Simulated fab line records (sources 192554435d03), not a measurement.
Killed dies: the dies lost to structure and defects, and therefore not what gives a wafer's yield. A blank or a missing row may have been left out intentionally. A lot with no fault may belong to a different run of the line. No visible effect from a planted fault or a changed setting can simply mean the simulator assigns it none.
Chamber matching / flow n5_finfet / N5_BEOL_M11_ETCH_66 on rie_diel-04 has 4 sister chambers
The step etches SOC in N2/H2, target depth 120 nm, overetch 24 nm, time 180 s. 4 wafers are shown with their chamber, then 10 later ones without.

WAFERS PAIRED WITH THEIR CHAMBERS
wafer=L081.2; chamber=3; showerhead_plenum_p_Torr (Torr)=2.68
wafer=L086.4; chamber=2; showerhead_plenum_p_Torr (Torr)=2.59
wafer=L084.4; chamber=1; showerhead_plenum_p_Torr (Torr)=2.63
wafer=L084.5; chamber=0; showerhead_plenum_p_Torr (Torr)=2.48

WAFERS WITHOUT THEIR CHAMBER
wafer=L084.6; showerhead_plenum_p_Torr (Torr)=2.63
wafer=L088.2; showerhead_plenum_p_Torr (Torr)=2.63
wafer=L088.3; showerhead_plenum_p_Torr (Torr)=2.47
wafer=L088.6; showerhead_plenum_p_Torr (Torr)=2.67
wafer=L091.2; showerhead_plenum_p_Torr (Torr)=2.47
wafer=L091.3; showerhead_plenum_p_Torr (Torr)=2.67
wafer=L091.6; showerhead_plenum_p_Torr (Torr)=2.47
wafer=L097.4; showerhead_plenum_p_Torr (Torr)=2.58
wafer=L097.5; showerhead_plenum_p_Torr (Torr)=2.62
wafer=L097.6; showerhead_plenum_p_Torr (Torr)=2.58

WHICH CHAMBER EACH WENT THROUGH
wafer=L084.6; from the rows above=1; in truth=1
wafer=L088.2; from the rows above=1; in truth=1
wafer=L088.3; from the rows above=0; in truth=0
wafer=L088.6; from the rows above=3; in truth=3
wafer=L091.2; from the rows above=0; in truth=0
wafer=L091.3; from the rows above=3; in truth=3
wafer=L091.6; from the rows above=0; in truth=0
wafer=L097.4; from the rows above=2; in truth=2
wafer=L097.5; from the rows above=1; in truth=1
wafer=L097.6; from the rows above=2; in truth=2
Correctly placed: 10 of 10. Not placeable from these rows: 0. 0 placed wrongly.
How it was worked out, from the rows above alone: a wafer's distance from a chamber is the root of the sum, over the readings, of the square of ((its reading less the chamber's mean) divided by the reading's scatter). If the next closest chamber is less than 2 further off than the closest, the wafer can't be placed; otherwise it belongs to the closest. Each chamber's mean is taken over the wafers shown for it. The scatter: with one shown wafer a chamber, the root of the mean of the squares of how far each hidden wafer lies from its nearest shown one.
